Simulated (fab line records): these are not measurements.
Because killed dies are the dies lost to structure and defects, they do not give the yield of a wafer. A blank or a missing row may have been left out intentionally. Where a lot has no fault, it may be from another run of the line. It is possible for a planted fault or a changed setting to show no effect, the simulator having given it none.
Which tool is to blame? + flow nand_harc + 6 lots, 18 wafers sampled, at 5 steps of a route of 1159

WHAT THE GAUGES READ, wafer by wafer
NHARC_END_SORT_01.
lot + measured + on + killed_at_array

WHICH TOOL RAN EACH LOT (tool, then ch and the chambers of the sampled wafers, then the start)
| lot  | NHARC_A_STAIRCASE_TRIM_200                    | NHARC_A_STAIRCASE_ETCH_223                    | NHARC_A_STAIRCASE_TRIM_229         | NHARC_A_STAIRCASE_ETCH_236         |
|------|-----------------------------------------------|-----------------------------------------------|------------------------------------|------------------------------------|
| L173 | rie_diel-10 ch 2,3, day 12 03:34 or earlier   | rie_diel-11 ch 1,2,3, day 12 03:34 or earlier | rie_diel-11 ch 0,2,3, day 12 03:34 | rie_diel-11 ch 1,2,3, day 12 05:02 |
| L175 | rie_diel-11 ch 0,1,3, day 12 15:09 or earlier | rie_diel-11 ch 0,3, day 12 15:09 or earlier   | rie_diel-10 ch 0,1,2, day 12 15:09 | rie_diel-10 ch 1,3, day 12 16:44   |
| L176 | rie_diel-13 ch 1,2,3, day 13 05:47 or earlier | rie_diel-11 ch 1,2,3, day 13 05:47 or earlier | rie_diel-11 ch 1,2, day 13 05:47   | rie_diel-11 ch 0,2,3, day 13 06:46 |
| L181 | rie_diel-13 ch 1,3, day 14 13:19 or earlier   | rie_diel-11 ch 0,2, day 14 13:19 or earlier   | rie_diel-13 ch 1,2,3, day 14 13:19 | rie_diel-13 ch 0,3, day 14 14:18   |
| L187 | rie_diel-10 ch 0,1, day 15 13:27 or earlier   | rie_diel-13 ch 0,2,3, day 15 13:27 or earlier | rie_diel-13 ch 1,2, day 15 13:27   | rie_diel-13 ch 0,1,3, day 15 14:35 |
| L191 | rie_diel-13 ch 0,2,3, day 17 02:07 or earlier | rie_diel-11 ch 0,1,3, day 17 02:07 or earlier | rie_diel-10 ch 0,1,2, day 17 02:07 | rie_diel-10 ch 0,1,3, day 17 03:53 |
- NHARC_A_STAIRCASE_TRIM_200: chemistry O2, time 211.2 s.
- NHARC_A_STAIRCASE_ETCH_223: etches the open film in C4F8/O2, target depth 100 nm, time 40.5 s.
- NHARC_A_STAIRCASE_TRIM_229: chemistry O2, time 211.2 s.
- NHARC_A_STAIRCASE_ETCH_236: etches the open film in C4F8/O2, target depth 100 nm, time 40.5 s.

THE ANSWER, worked out from the rows above alone
Rule: the usual values come from the lots themselves. Put in order of their means at a reading, lots are off if they are a third of the lots or fewer, leave a main group of 4 or more, and stand apart from it by a gap of 3 or more times the standard deviation of the main group's means; of several such gaps the widest counts. A main group is skipped when, at the precision printed for the reading in the tables above, its means are all equal. A lot without any number at a reading at which 4 lots or more have one is off too. Any other lot the step has rows for is counted as sound.
Nothing can be told from this: no lot is off at any reading shown.

WHAT THE SIMULATOR HAD INSERTED
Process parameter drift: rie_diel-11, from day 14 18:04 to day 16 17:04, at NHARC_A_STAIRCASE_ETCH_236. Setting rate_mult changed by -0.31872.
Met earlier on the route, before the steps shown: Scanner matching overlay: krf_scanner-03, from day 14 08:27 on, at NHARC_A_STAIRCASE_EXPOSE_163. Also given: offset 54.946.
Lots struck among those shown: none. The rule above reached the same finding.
